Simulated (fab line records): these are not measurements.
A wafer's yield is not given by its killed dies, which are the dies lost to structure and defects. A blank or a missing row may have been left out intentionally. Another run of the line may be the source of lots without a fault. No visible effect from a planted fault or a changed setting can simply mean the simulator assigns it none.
fab line records	flow nandHarc
[record] lots = 7	wafers = 20	lastDay = 33
route steps=1302 shown A_SOURCE_PLATE@418 A_ONON_D1@424
lots with no fault: from the same line, run without faults
startH: start of the lot's first displayed wafer, in hours after the record's first day	waitH: hours elapsed since this lot's preceding step	" the same as in the row above	L1.1+2: one row covering several wafers at once	- no value, or no start was given	* or withheld: withheld	< > ~ a bound
route shown NAME@n: names a module that has steps shown in the file, with the first one's number in the route	usual: mean/standard deviation taken from wafers without a fault	same: alike in all rows	chamber/n: place in a boat	sites: each site's reading	_std_site: their standard deviation	_edge_site: inner sites' mean taken away from outer sites' mean	radiusMm: for every site, how far away it sits from the centre of the wafer	mask NAME#n: copy n	behind: the last tool/chamber to shape the wafer	hold: why the lot went on hold/how many hours it stayed there/how the hold came to an end	device: whichever transistor did not switch (one of n, p or np)	end of line: tests run on the same wafers once the route is complete	a step without rows: its recipe alone	killed: count of dies lost to structure and defects at first sort (not the wafer's yield)	map: a wafer's dies, marking killed ones x, the rest . and places with no die _
set.NAME: the setting the step ran with; set.NAME@STEP: the setting that earlier step ran with	model.NAME: the simulator's own value behind a step, which no gauge read
lots seen at some steps along the route; tables by step, rows by wafer
services: a tool's chamber out of use, with start hour (startH, from the record's first day; less than 0 if before it), hours out, and reason
[[steps]]
[step NHARC_A_SOURCE_PLATE_CVD_03]
[recipe] targetThkA = 2000	tempC = 620	pressureMtorr = 200	timeS = 4000	material = poly-Si
[step NHARC_A_SOURCE_PLATE_ANNEAL_05]
[recipe] tempC = 850	timeS = 1800
[step NHARC_A_SOURCE_PLATE_THK_MEAS_06]
[recipe] thkMeasGauge = ellipsometry
[usual] thkNm = 199.4/2.1
lot.wafer	tool	chamber	startH	waitH	thkNm
L955.2	filmMetro-02	-	187.29	0.4	200.6
L955.4	"	-	"	"	200.2
L955.5	"	-	"	"	198.4
L956.2	filmMetro-01	-	196.69	0.4	200.8
L956.3	"	-	"	"	197.5
L956.4	"	-	"	"	200.1
L962.1	filmMetro-01	-	260.65	0.4	198.7
L962.2	"	-	"	"	198.9
L962.4	"	-	"	"	200.9
L970.2	filmMetro-02	-	328.49	0.4	195.5
L970.3	"	-	"	"	196.9
L970.5	"	-	"	"	196.5
L971.1	filmMetro-01	-	337.40	0.4	201.1
L971.3	"	-	"	"	197.7
L972.2	filmMetro-01	-	347.33	0.4	199.7
L972.3	"	-	"	"	200.4
L972.6	"	-	"	"	199.6
L976.1	filmMetro-01	-	392.23	0.4	202.2
L976.4	"	-	"	"	202.7
L976.5	"	-	"	"	203.1
[step NHARC_A_SOURCE_PLATE_INSPECT_08]
[usual] rawDefectCount = 56/26
lot.wafer	tool	chamber	startH	waitH	rawDefectCount
L955.2	defectInspect-02	-	187.38	0.0	35
L955.4	"	-	"	"	38
L955.5	"	-	"	"	50
L956.2	defectInspect-01	-	196.76	0.0	57
L956.3	"	-	"	"	64
L956.4	"	-	"	"	58
L962.1	defectInspect-02	-	260.71	0.0	67
L962.2	"	-	"	"	79
L962.4	"	-	"	"	40
L970.2	defectInspect-01	-	328.55	0.0	46
L970.3	"	-	"	"	48
L970.5	"	-	"	"	29
L971.1	defectInspect-01	-	337.50	0.0	51
L971.3	"	-	"	"	73
L972.2	defectInspect-02	-	347.40	0.0	69
L972.3	"	-	"	"	47
L972.6	"	-	"	"	69
L976.1	defectInspect-01	-	392.33	0.0	42
L976.4	"	-	"	"	22
L976.5	"	-	"	"	28
[step NHARC_A_ONON_D1_DEP_00]
[recipe] targetThkA = 10000	n2FlowSccm = 2750	n2oFlowSccm = 2000	nh3FlowSccm = 500	sih4FlowSccm = 210	tempC = 400
[step NHARC_A_ONON_D1_THK_MEAS_02]
[recipe] thkMeasGauge = ellipsometry
[usual] thkNm = 1001/8.2
lot.wafer	tool	chamber	startH	waitH	thkNm
L955.2	filmMetro-02	-	187.95	-	998
L955.4	"	-	"	"	999
L955.5	"	-	"	"	999
L956.2	filmMetro-02	-	197.53	-	1005
L956.3	"	-	"	"	1006
L956.4	"	-	"	"	1006
L962.1	filmMetro-02	-	261.29	-	1003
L962.2	"	-	"	"	1002
L962.4	"	-	"	"	1003
L970.2	filmMetro-02	-	329.13	-	994
L970.3	"	-	"	"	994
L970.5	"	-	"	"	993
L971.1	filmMetro-02	-	338.08	-	1006
L971.3	"	-	"	"	1005
L972.2	filmMetro-01	-	347.98	-	1004
L972.3	"	-	"	"	1003
L972.6	"	-	"	"	1002
L976.1	filmMetro-01	-	392.91	-	996
L976.4	"	-	"	"	995
L976.5	"	-	"	"	996
[step NHARC_A_ONON_D1_DEP_03]
[recipe] targetThkA = 10000	n2FlowSccm = 2750	n2oFlowSccm = 2000	nh3FlowSccm = 500	sih4FlowSccm = 210	tempC = 400
[step NHARC_A_ONON_D1_THK_MEAS_05]
[recipe] thkMeasGauge = ellipsometry
[usual] thkNm = 1002/12
lot.wafer	tool	chamber	startH	waitH	thkNm
L955.2	filmMetro-01	-	188.52	-	1016
L955.4	"	-	"	"	1016
L955.5	"	-	"	"	1016
L956.2	filmMetro-01	-	198.22	-	1010
L956.3	"	-	"	"	1010
L956.4	"	-	"	"	1010
L962.1	filmMetro-01	-	261.85	-	992
L962.2	"	-	"	"	991
L962.4	"	-	"	"	990
L970.2	filmMetro-02	-	329.71	-	983
L970.3	"	-	"	"	983
L970.5	"	-	"	"	981
L971.1	filmMetro-02	-	338.64	-	1005
L971.3	"	-	"	"	1004
L972.2	filmMetro-02	-	348.55	-	999
L972.3	"	-	"	"	998
L972.6	"	-	"	"	997
L976.1	filmMetro-01	-	393.48	-	1017
L976.4	"	-	"	"	1016
L976.5	"	-	"	"	1014
[step NHARC_A_ONON_D1_DEP_06]
[recipe] targetThkA = 10000	n2FlowSccm = 2750	n2oFlowSccm = 2000	nh3FlowSccm = 500	sih4FlowSccm = 210	tempC = 400
[step NHARC_A_ONON_D1_THK_MEAS_08]
[recipe] thkMeasGauge = ellipsometry
[usual] thkNm = 1003/12
lot.wafer	tool	chamber	startH	waitH	thkNm
L955.2	filmMetro-02	-	189.08	-	1020
L955.4	"	-	"	"	1019
L955.5	"	-	"	"	1018
L956.2	filmMetro-01	-	198.83	-	1018
L956.3	"	-	"	"	1018
L956.4	"	-	"	"	1015
L962.1	filmMetro-01	-	262.42	-	1008
L962.2	"	-	"	"	1008
L962.4	"	-	"	"	1007
L970.2	filmMetro-02	-	330.27	-	991
L970.3	"	-	"	"	992
L970.5	"	-	"	"	991
L971.1	filmMetro-01	-	339.21	-	1009
L971.3	"	-	"	"	1008
L972.2	filmMetro-01	-	349.12	-	999
L972.3	"	-	"	"	999
L972.6	"	-	"	"	998
L976.1	filmMetro-01	-	394.05	-	1007
L976.4	"	-	"	"	1008
L976.5	"	-	"	"	1008
[step NHARC_A_ONON_D1_DEP_09]
[recipe] targetThkA = 10000	n2FlowSccm = 2750	n2oFlowSccm = 2000	nh3FlowSccm = 500	sih4FlowSccm = 210	tempC = 400
[usual] nh3FlowSccm = 500.3/1.5
lot.wafer	tool	chamber	startH	waitH	nh3FlowSccm
L955.2	pecvdOnon-03	0	189.20	0.1	499.0
L955.4	"	0	"	"	499.9
L955.5	"	0	"	"	503.2
L956.2	pecvdOnon-03	0	198.94	0.1	499.6
L956.3	"	0	"	"	500.7
L956.4	"	0	"	"	502.4
L962.1	pecvdOnon-02	0	262.47	0.1	501.9
L962.2	"	0	"	"	500.8
L962.4	"	0	"	"	502.2
L970.2	pecvdOnon-03	0	330.38	0.1	498.5
L970.3	"	0	"	"	500.5
L970.5	"	0	"	"	499.5
L971.1	pecvdOnon-03	0	339.27	0.1	498.9
L971.3	"	0	"	"	499.7
L972.2	pecvdOnon-03	0	349.23	0.1	499.7
L972.3	"	0	"	"	497.3
L972.6	"	0	"	"	500.4
L976.1	pecvdOnon-02	0	394.10	0.1	499.8
L976.4	"	0	"	"	500.7
L976.5	"	0	"	"	499.1
[step NHARC_A_ONON_D1_THK_MEAS_11]
[recipe] thkMeasGauge = ellipsometry
[usual] thkNm = 1004/10
lot.wafer	tool	chamber	startH	waitH	thkNm
L955.2	filmMetro-01	-	189.65	-	980
L955.4	"	-	"	"	983
L955.5	"	-	"	"	980
L956.2	filmMetro-02	-	199.39	-	999
L956.3	"	-	"	"	998
L956.4	"	-	"	"	999
L962.1	filmMetro-02	-	262.98	-	1002
L962.2	"	-	"	"	1003
L962.4	"	-	"	"	1001
L970.2	filmMetro-02	-	330.84	-	1073
L970.3	"	-	"	"	1074
L970.5	"	-	"	"	1007
L971.1	filmMetro-02	-	339.77	-	1010
L971.3	"	-	"	"	1078
L972.2	filmMetro-02	-	349.72	-	1065
L972.3	"	-	"	"	1064
L972.6	"	-	"	"	999
L976.1	filmMetro-02	-	394.61	-	994
L976.4	"	-	"	"	994
L976.5	"	-	"	"	994
[step NHARC_A_ONON_D1_DEP_12]
[recipe] targetThkA = 10000	n2FlowSccm = 2750	n2oFlowSccm = 2000	nh3FlowSccm = 500	sih4FlowSccm = 210	tempC = 400
[[services]]
tool	chamber	startH	hours	kind
pecvdOnon-02	-	185.34	13.0	pm
pecvdOnon-03	-	227.00	13.0	pm
pecvdOnon-02	-	366.34	13.0	pm
[[key]]
[firstSign] step = NHARC_A_ONON_D1_THK_MEAS_11	reading = thkNm	direction = up	sigmas = 6.4	usual = 1004	struck = 1071
effect none on later readings
metAt NHARC_A_ONON_D1_DEP_09
struckWafers L970.2,L970.3,L971.3,L972.2,L972.3
laterRowsLeftOut L970.2,L970.3,L971.3,L972.2,L972.3
sortLeftOut L970.2,L970.3,L971.3,L972.2,L972.3
testerLeftOut L970,L971,L972
onsetBetween 198.94 330.38
[fault] kind = processParameterDrift	tool = pecvdOnon-03	chamber = -	onsetH = 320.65	steps = NHARC_A_ONON_D1_DEP_09	channel = targetThkA	offset = *	shape = step	endH = 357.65	scope = struckWafersOnly	actsIn = *	stated = *
// testerLeftOut: of these lots the tester's yield and bins aren't shown, on N5 and GAA mostly nor the transistor test; their killed dies are dies lost to structure and defects alone, not to doping, threshold or leakage, so they don't give the yield
// sortLeftOut: the simulated sort isn't trusted on such a fault, so these wafers' sort isn't shown, and their yield isn't known
// laterRowsLeftOut: the simulator's readings of these wafers behind a module that went badly wrong aren't trusted and aren't shown, but for the sort
